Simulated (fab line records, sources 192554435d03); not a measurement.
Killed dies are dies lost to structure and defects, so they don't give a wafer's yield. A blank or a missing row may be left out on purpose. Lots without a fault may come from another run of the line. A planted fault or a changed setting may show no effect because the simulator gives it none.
Problem report in the 8D (eight disciplines) form, filled by code | flow n5_finfet | the parts of the form that need people (team, actions taken, sign-off) are left out

1. THE PROBLEM
killed_at_front_end at N5_PASSIVATION_PROBE_49 reads a mean of 124 on 2 wafers of 2 lots; wafers without a fault read 41 with a standard deviation of 11. That is +7.5 standard deviations from the usual mean.
First seen on wafer L253.4, day 15 06:49, on prober-01. The record holds 19 wafers of 7 lots with a number at this step. Rule for "out", or "out of limits": more than 4 standard deviations from the usual mean. The other wafers with a number count as sound.

2. WHAT IT IS AND WHAT IT IS NOT
question                    | is                                 | is not
which readings at this step | killed_at_front_end, killed_on_rim | killed_at_M0_to_M3, killed_at_M4_up, killed_at_contacts, killed_at_other, killed_open, killed_short, sort_bin_8_speed
which lots                  | L253, L255                         | L246, L247, L248, L249, L250
which wafers of those lots  | L253.4, L255.6                     | L253.1, L253.3, L255.2, L255.3
read on which tools         | prober-01                          | prober-02
when                        | from day 15 06:49                  | up to then (15 sound wafers); but 2 sound wafers of L255 came after

3. SUSPECTS, AND WHAT RULES EACH OUT
Counting: a tool at a process step up to the reading stays a suspect if it ran every lot that is out. Sound lots after the first of them don't rule it out here, since some wafers of a struck lot are sound.
- ald_metal-01 at N5_HKMG_FIN_ALD_71 (deposits TiN, target thk 1 nm, pulse time 1 s, purge time 3 s): kept. It ran every lot that is out, first L253 (day 6 21:56); its last sound lot up to then is L248 (day 5 09:33).
- prober-01 at N5_PASSIVATION_PROBE_49: kept. It ran every lot that is out, first L253 (day 15 06:40); its last sound lot up to then is L248 (day 13 07:32). Its own readings are out on those wafers: killed_at_front_end, killed_on_rim.
- Within ald_metal-01 at N5_HKMG_FIN_ALD_71: the wafers that are out ran in chamber 2; their sound lot-mates ran in chambers 1, 3.
Left after counting: ald_metal-01 at N5_HKMG_FIN_ALD_71, prober-01 at N5_PASSIVATION_PROBE_49.

4. THE CAUSE (what the simulator had put in)
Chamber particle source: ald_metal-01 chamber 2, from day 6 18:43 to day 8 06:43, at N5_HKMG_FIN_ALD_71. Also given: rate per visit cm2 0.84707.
Counting left 2 suspects, and this tool is among them.

5. THE CHAIN OF EFFECTS, in route order
Each row: a reading whose mean over the struck wafers that have a number lies more than 3 standard deviations from the usual. Only readings for which the record gives a usual standard deviation are gone through. hours: the time from each lot's start at the first step in this table that gives one to its start at this step, as a median over the lots. sigmas: the change in usual standard deviations.
hours | step                    | reading              | usual  | on struck wafers | change | sigmas
0     | N5_PASSIVATION_PROBE_49 | defect_limited_yield | 91.2 % | 84.3             | -6.9   | -4.6
0     | N5_PASSIVATION_PROBE_49 | killed_at_front_end  | 41     | 124              | +82    | +7.5
0     | N5_PASSIVATION_PROBE_49 | killed_dies          | 104    | 184              | +80    | +4.5
0     | N5_PASSIVATION_PROBE_49 | killed_on_rim        | 14     | 34               | +20    | +4.9
0     | N5_PASSIVATION_PROBE_49 | sort_bin_5_function  | 5.1 %  | 9.4              | +4.3   | +3.9
0     | N5_PASSIVATION_PROBE_49 | sort_n_pass          | 1076   | 995              | -81    | -4.5
0     | N5_PASSIVATION_PROBE_49 | sort_yield_pct       | 91.2 % | 84.3             | -6.9   | -4.6
The process steps in it:
- N5_PASSIVATION_PROBE_49

6. WHAT WOULD HAVE CAUGHT IT SOONER
In this record the first reading out of limits was taken at day 15 06:49, 204 hours after the fault began at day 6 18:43.
Of the tool readings at N5_HKMG_FIN_ALD_71 for which the record gives a usual standard deviation, none was out on any struck wafer, so an alarm limit of 4 standard deviations on them would not have fired.
All the lots that are out (2) had begun N5_HKMG_FIN_ALD_71 on ald_metal-01 by day 15 06:49. A hold on the tool at that time would have spared none of them.
